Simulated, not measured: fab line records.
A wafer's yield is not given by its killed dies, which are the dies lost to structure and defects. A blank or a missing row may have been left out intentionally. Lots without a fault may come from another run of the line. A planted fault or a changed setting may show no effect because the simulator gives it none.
Check of tool commonality :: flow nand-harc :: Lots sampled 13, wafers sampled 39

THE REASON FOR OPENING IT
At NHARC_A_ONON_D1_THK_MEAS_14 the reading thk-nm is flagged on 2 of 13 lots. Fault-free wafers read 1004 nm, with a standard deviation of 7.9.
Rule: flag the lot when none of its wafers has a number, or when each of its wafers that has one lies beyond 4 standard deviations from that mean. The rest of the lots are taken to be sound.

lot: L286
measured: day 7 22:08
on: film-metro-02
thk-nm (nm), wafer by wafer: 1006 1005 1006
flag: 

lot: L284
measured: day 7 22:15
on: film-metro-01
thk-nm (nm), wafer by wafer: 1009 1009 1009
flag: 

lot: L285
measured: day 7 22:28
on: film-metro-01
thk-nm (nm), wafer by wafer: 991 991 991
flag: 

lot: L288
measured: day 8 12:39
on: film-metro-02
thk-nm (nm), wafer by wafer: 1008 1008 1008
flag: 

lot: L289
measured: day 8 12:44
on: film-metro-01
thk-nm (nm), wafer by wafer: 1004 1004 1004
flag: 

lot: L287
measured: day 8 12:44
on: film-metro-02
thk-nm (nm), wafer by wafer: 1012 1010 1009
flag: 

lot: L296
measured: day 10 19:59
on: film-metro-02
thk-nm (nm), wafer by wafer: 663 663 661
flag: FLAGGED

lot: L299
measured: day 11 14:55
on: film-metro-02
thk-nm (nm), wafer by wafer: 676 676 677
flag: FLAGGED

lot: L300
measured: day 11 20:42
on: film-metro-02
thk-nm (nm), wafer by wafer: 1005 1004 1003
flag: 

lot: L302
measured: day 12 04:27
on: film-metro-01
thk-nm (nm), wafer by wafer: 997 999 999
flag: 

lot: L304
measured: day 12 04:40
on: film-metro-02
thk-nm (nm), wafer by wafer: 1012 1011 1012
flag: 

lot: L305
measured: day 12 21:48
on: film-metro-01
thk-nm (nm), wafer by wafer: 1012 1013 1012
flag: 

lot: L307
measured: day 13 07:22
on: film-metro-02
thk-nm (nm), wafer by wafer: 1006 1007 1004
flag: 
On average the flagged lots' numbers are 669 nm, which is -335 nm against the usual, or -42 standard deviations.

EACH LOT AND THE TOOL IT RAN ON
Before the reading, the record contains 2 process steps out of a 1159-step route. Cell contents, in order: the tool; ch with the chambers the sampled wafers went through; the start.
lot: L286
flag: 
NHARC_P_BONDPAD_ANNEAL_28: rtp-anneal-02 ch 0, day 6 20:49
NHARC_A_ONON_D1_DEP_12: pecvd-onon-02 ch 0, day 7 21:37

lot: L284
flag: 
NHARC_P_BONDPAD_ANNEAL_28: rtp-anneal-02 ch 0, day 6 18:13
NHARC_A_ONON_D1_DEP_12: pecvd-onon-04 ch 0, day 7 21:44

lot: L285
flag: 
NHARC_P_BONDPAD_ANNEAL_28: rtp-anneal-01 ch 0, day 6 19:24
NHARC_A_ONON_D1_DEP_12: pecvd-onon-02 ch 0, day 7 22:01

lot: L288
flag: 
NHARC_P_BONDPAD_ANNEAL_28: rtp-anneal-02 ch 0, day 7 10:35
NHARC_A_ONON_D1_DEP_12: pecvd-onon-03 ch 0, day 8 12:15

lot: L289
flag: 
NHARC_P_BONDPAD_ANNEAL_28: rtp-anneal-01 ch 0, day 7 10:46
NHARC_A_ONON_D1_DEP_12: pecvd-onon-02 ch 0, day 8 12:16

lot: L287
flag: 
NHARC_P_BONDPAD_ANNEAL_28: rtp-anneal-01 ch 0, day 7 09:43
NHARC_A_ONON_D1_DEP_12: pecvd-onon-04 ch 0, day 8 12:17

lot: L296
flag: FLAGGED
NHARC_P_BONDPAD_ANNEAL_28: rtp-anneal-02 ch 0, day 9 15:16
NHARC_A_ONON_D1_DEP_12: pecvd-onon-03 ch 0, day 10 19:35

lot: L299
flag: FLAGGED
NHARC_P_BONDPAD_ANNEAL_28: rtp-anneal-02 ch 0, day 10 11:52
NHARC_A_ONON_D1_DEP_12: pecvd-onon-03 ch 0, day 11 14:28

lot: L300
flag: 
NHARC_P_BONDPAD_ANNEAL_28: rtp-anneal-02 ch 0, day 10 17:10
NHARC_A_ONON_D1_DEP_12: pecvd-onon-02 ch 0, day 11 20:11

lot: L302
flag: 
NHARC_P_BONDPAD_ANNEAL_28: rtp-anneal-02 ch 0, day 11 01:51
NHARC_A_ONON_D1_DEP_12: pecvd-onon-02 ch 0, day 12 03:56

lot: L304
flag: 
NHARC_P_BONDPAD_ANNEAL_28: rtp-anneal-02 ch 0, day 11 02:31
NHARC_A_ONON_D1_DEP_12: pecvd-onon-04 ch 0, day 12 04:09

lot: L305
flag: 
NHARC_P_BONDPAD_ANNEAL_28: rtp-anneal-01 ch 0, day 11 18:35
NHARC_A_ONON_D1_DEP_12: pecvd-onon-04 ch 0, day 12 21:21

lot: L307
flag: 
NHARC_P_BONDPAD_ANNEAL_28: rtp-anneal-02 ch 0, day 12 04:15
NHARC_A_ONON_D1_DEP_12: pecvd-onon-04 ch 0, day 13 06:55
What these steps do:
- NHARC_P_BONDPAD_ANNEAL_28: time 90 s.
- NHARC_A_ONON_D1_DEP_12: target thk 1000 nm.
- NHARC_A_ONON_D1_THK_MEAS_14: measures by ellipsometry.

FLAGGED OVER TOTAL, TOOL BY TOOL (the gauges that took the reading come last)
step: NHARC_P_BONDPAD_ANNEAL_28
tool: rtp-anneal-01
lots run: 4
flagged: 0
share of the flagged lots: none
sound lots run after its first flagged lot: -

step: NHARC_P_BONDPAD_ANNEAL_28
tool: rtp-anneal-02
lots run: 9
flagged: 2
share of the flagged lots: all
sound lots run after its first flagged lot: 4 (L300,L302,L304,L307)

step: NHARC_A_ONON_D1_DEP_12
tool: pecvd-onon-02
lots run: 5
flagged: 0
share of the flagged lots: none
sound lots run after its first flagged lot: -

step: NHARC_A_ONON_D1_DEP_12
tool: pecvd-onon-03
lots run: 3
flagged: 2
share of the flagged lots: all
sound lots run after its first flagged lot: 0

step: NHARC_A_ONON_D1_DEP_12
tool: pecvd-onon-04
lots run: 5
flagged: 0
share of the flagged lots: none
sound lots run after its first flagged lot: -

step: NHARC_A_ONON_D1_THK_MEAS_14
tool: film-metro-01
lots run: 5
flagged: 0
share of the flagged lots: none
sound lots run after its first flagged lot: -

step: NHARC_A_ONON_D1_THK_MEAS_14
tool: film-metro-02
lots run: 8
flagged: 2
share of the flagged lots: all
sound lots run after its first flagged lot: 3 (L300,L304,L307)

THE TABLE: WHAT IT ALLOWS
rtp-anneal-02 at NHARC_P_BONDPAD_ANNEAL_28, pecvd-onon-03 at NHARC_A_ONON_D1_DEP_12 and film-metro-02 at NHARC_A_ONON_D1_THK_MEAS_14: these 3 rows of the table ran every flagged lot.
- rtp-anneal-02 at NHARC_P_BONDPAD_ANNEAL_28: 2 of its 9 lots flagged. Lots that were sound ran on it after the first flagged one (L300, L302, L304, L307); a persistent fault on the entire tool would not allow that.
- pecvd-onon-03 at NHARC_A_ONON_D1_DEP_12: 2 of its 3 lots flagged. It ran its last sound lot, L288, at day 8 12:15 and its first flagged lot, L296, at day 10 19:35: a fault with its onset between the two fits.
- film-metro-02 at NHARC_A_ONON_D1_THK_MEAS_14: 2 of its 8 lots flagged. Lots that were sound ran on it after the first flagged one (L300, L304, L307); a persistent fault on the entire tool would not allow that.
What remains is a single tool, pecvd-onon-03 at NHARC_A_ONON_D1_DEP_12.

WHAT HAD BEEN PUT IN BY THE SIMULATOR
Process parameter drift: pecvd-onon-03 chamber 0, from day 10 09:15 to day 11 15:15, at NHARC_A_ONON_D1_DEP_12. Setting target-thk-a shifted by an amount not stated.
Shown lots that were struck: L296, L299. The rule above found the same.
